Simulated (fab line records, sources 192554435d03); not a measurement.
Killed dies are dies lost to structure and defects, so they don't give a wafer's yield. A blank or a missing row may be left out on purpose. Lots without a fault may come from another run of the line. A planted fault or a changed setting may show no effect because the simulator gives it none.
Chamber matching | flow n5_finfet | N5_BEOL_M2_ETCH_69 on rie_diel-04: 4 sister chambers
The step etches SiARC in CF4, target depth 15.6 nm, time 26 s. 4 wafers are shown with their chamber, then 8 later ones without.

WAFERS WITH THEIR CHAMBER
wafer  | chamber | drypump_motor_current_A (A)
L195.5 | 2       | 5.1
L197.1 | 3       | 5.5
L197.6 | 0       | 6.3
L200.1 | 1       | 5.5

WAFERS WITHOUT THEIR CHAMBER
wafer  | drypump_motor_current_A (A)
L200.2 | 5.5
L200.4 | 6.2
L201.2 | 6.2
L201.4 | 5.5
L201.5 | 5.1
L202.1 | 6.2
L202.2 | 5.5
L202.5 | 5.5

WHICH CHAMBER EACH WENT THROUGH
wafer  | from the rows above     | in truth
L200.2 | can't be placed: 1 or 3 | 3
L200.4 | 0                       | 0
L201.2 | 0                       | 0
L201.4 | can't be placed: 1 or 3 | 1
L201.5 | 2                       | 2
L202.1 | 0                       | 0
L202.2 | can't be placed: 1 or 3 | 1
L202.5 | can't be placed: 1 or 3 | 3
Placed correctly: 4 of 8. Can't be placed from these rows: 4 (the true chamber is among the candidates in 4). Placed wrongly: 0.
How it was worked out, from the rows above alone: a wafer's distance from a chamber is the root of the sum, over the readings, of the square of ((its reading less the chamber's mean) divided by the reading's scatter). The wafer belongs to the nearest chamber; if the next one is less than 2 further off, it can't be placed. A chamber's mean is the mean of its shown wafers. The scatter: with one shown wafer a chamber, the root of the mean of the squares of how far each hidden wafer lies from its nearest shown one.
